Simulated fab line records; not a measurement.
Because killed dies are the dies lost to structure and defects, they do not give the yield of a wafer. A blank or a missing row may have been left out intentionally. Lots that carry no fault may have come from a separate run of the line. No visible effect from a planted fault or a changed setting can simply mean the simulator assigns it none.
A lot that was struck, set against a sound lot -- flow n5 finfet -- 16 out of 1938 route steps
Sound: these wafers, L647.1, L647.3, L647.4. Struck: wafer L643.2 (left out: L643.6, a lot-mate that was not struck); the cause follows at the end.
Each step with rows lists, per side, the tool, then ch with its chambers, then its first start. Under that, the readings that differ: sound wafers -- struck wafers -- difference of the means -- sigmas: that difference in standard deviations of wafers without a fault.
alike: same words and numbers on both sides, and readings whose means sit less than 2 such deviations apart. not compared: any withheld reading, any reading some wafer has no value for, any bound like >300 that may hide the same value, and any number with overlapping values for which the record gives no deviation.
The two part at a step that has a row with sigmas, a row that says differs or no value, or rows on one side only. Non-overlapping numbers with no deviation appear without sigmas and do not part them. Lack of a reading on every wafer of one side parts them only where that side has two or more wafers.

first, 1 step without rows for these wafers: N5_BEOL_M2_DEVELOP_27 (develop time 30 s).
N5_BEOL_M2_CD_MEAS_28: target cd 26.2 nm, target cd y 24.1 nm.
  sound on cd sem-02 ch 0, day 9 11:22; struck on cd sem-03 ch 0, day 9 03:50
  alike: cd nm
N5_BEOL_M2_OVL_MEAS_29:
  sound on overlay-01 ch 0, day 9 11:24; struck on overlay-02 ch 0, day 9 03:52
  alike: V1_OVL
N5_BEOL_M2_INSPECT_30: inspects for defects (brightfield).
  struck on defect inspect-02, day 9 03:55; sound on defect inspect-02, day 9 11:28
  alike: raw defect count
N5_BEOL_M2_DESCUM_33: chemistry O2, time 7 s.
  sound on rie diel-01 ch 0,1,2, day 9 11:30; struck on rie diel-01 ch 1, day 9 03:58
  alike: drypump motor current A, oes product au, rf vpp V, showerhead plenum p Torr, throttle valve pct
  not compared: rf hours counter h
N5_BEOL_M2_ETCH_77: etches underlayer in N2/H2, target depth 6.5 nm, time 5.2 s.
  sound on rie diel-01 ch 0,1,2, day 9 11:32; struck on rie diel-01 ch 1, day 9 03:59
  alike: drypump motor current A, etch rf on time s, n2 flow sccm, oes product au, rf vpp V, showerhead plenum p Torr, throttle valve pct
  not compared: rf hours counter h
N5_BEOL_M2_ETCH_69: etches SiARC in CF4, target depth 15.6 nm, time 26 s.
  sound on rie diel-01 ch 0,1,2, day 9 11:33; struck on rie diel-01 ch 1, day 9 04:01
  alike: drypump motor current A, etch rf on time s, oes product au, rf vpp V, showerhead plenum p Torr, throttle valve pct
  not compared: rf hours counter h
N5_BEOL_M2_ALD_98: deposits SiO2, target thk 2.5 nm, pulse time 1 s, co reactant pulse time 1 s.
  sound on ald sin-01 ch 0,1,2, day 9 11:38; struck on ald sin-01 ch 1, day 9 05:05
  alike: chamber pressure Torr, heater power w, precursor pulse height rel
then, 1 step without rows for these wafers: N5_BEOL_M2_ETCHBACK_99 (etches SiO2 in CHF3, target depth 5 nm, time 10.4 s).
N5_BEOL_M2_ETCH_70: etches SOC in N2/H2, target depth 80 nm, overetch 24 nm, time 130 s.
  sound on rie diel-04 ch 1,2, day 9 21:26; struck on rie diel-01 ch 0, day 9 05:34
  alike: drypump motor current A, n2 flow sccm, oes product au, rf vpp V, run length s, showerhead plenum p Torr, throttle valve pct
  not compared: rf hours counter h
then, 2 steps without rows for these wafers: N5_BEOL_M2_STRIP_71 (strips in N2/H2); N5_BEOL_M2_STRIP_78 (strips in N2/H2).
N5_BEOL_M2_VIA_ETCH_34: etches the open film in C4F6/O2, target depth 69.4 nm, time 65.9 s.
  sound on rie diel-04 ch 1,2, day 9 21:33; struck on rie diel-01 ch 0, day 9 05:40
reading,sound,struck,difference,sigmas
run length s (s),89.1 89.4 89.3,92.2,+2.9,+6
throttle valve pct (%),30.77 30.91 30.89,30.38,-0.48,-2
model.etch.depth nm (nm),69.37 67.67 67.22,72.03,+3.94,
model.SOC_of_BEOL_M2_COAT_67.thk nm (nm),52 52.2 52.2,51.6,-0.5,
  alike: drypump motor current A, oes product au, rf vpp V, showerhead plenum p Torr
  not compared: rf hours counter h
then, 1 step without rows for these wafers: N5_BEOL_M2_STRIP_83 (strips in C4F6/O2).
N5_BEOL_M4_RC_MEAS_101:
  sound on prober-02 ch 0, day 11 00:05; struck on prober-01 ch 0, day 10 08:31
reading,sound,struck,difference,sigmas
IOFF_P (nA/um),0.25 0.26 0.17,0.16,-0.07,-2
VT_P (mV),-246 -245 -252,-256,-8,-3
  alike: DIBL_N, DIBL_P, IOFF_N, ION_N, ION_P, SS_N, SS_P, VT_N
-- here the record skips 4 days between the struck wafers' starts before and after, leaving off in module BEOL_M4 and picking up in module PASSIVATION (first step shown: number 1936 of the route) --
N5_PASSIVATION_PROBE_49:
  struck on prober-01, day 14 17:13; sound on prober-01, day 15 15:46
  alike: defect limited yield, killed_at_M0_to_M3, killed_at_M4_up, killed at contacts, killed at front end, killed at other, killed dies, killed open, killed short, sort_bin_5_function, sort_bin_6_memory, sort n pass, sort yield pct

## WHERE THEY PART
At N5_BEOL_M2_VIA_ETCH_34 first; at N5_BEOL_M4_RC_MEAS_101 last (within this record only). Later steps at which nothing parts them and some readings are alike: N5_PASSIVATION_PROBE_49.

WHY: what had been put in by the simulator
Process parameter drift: rie diel-01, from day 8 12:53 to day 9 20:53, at N5_BEOL_M2_VIA_ETCH_34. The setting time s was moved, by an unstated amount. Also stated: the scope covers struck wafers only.
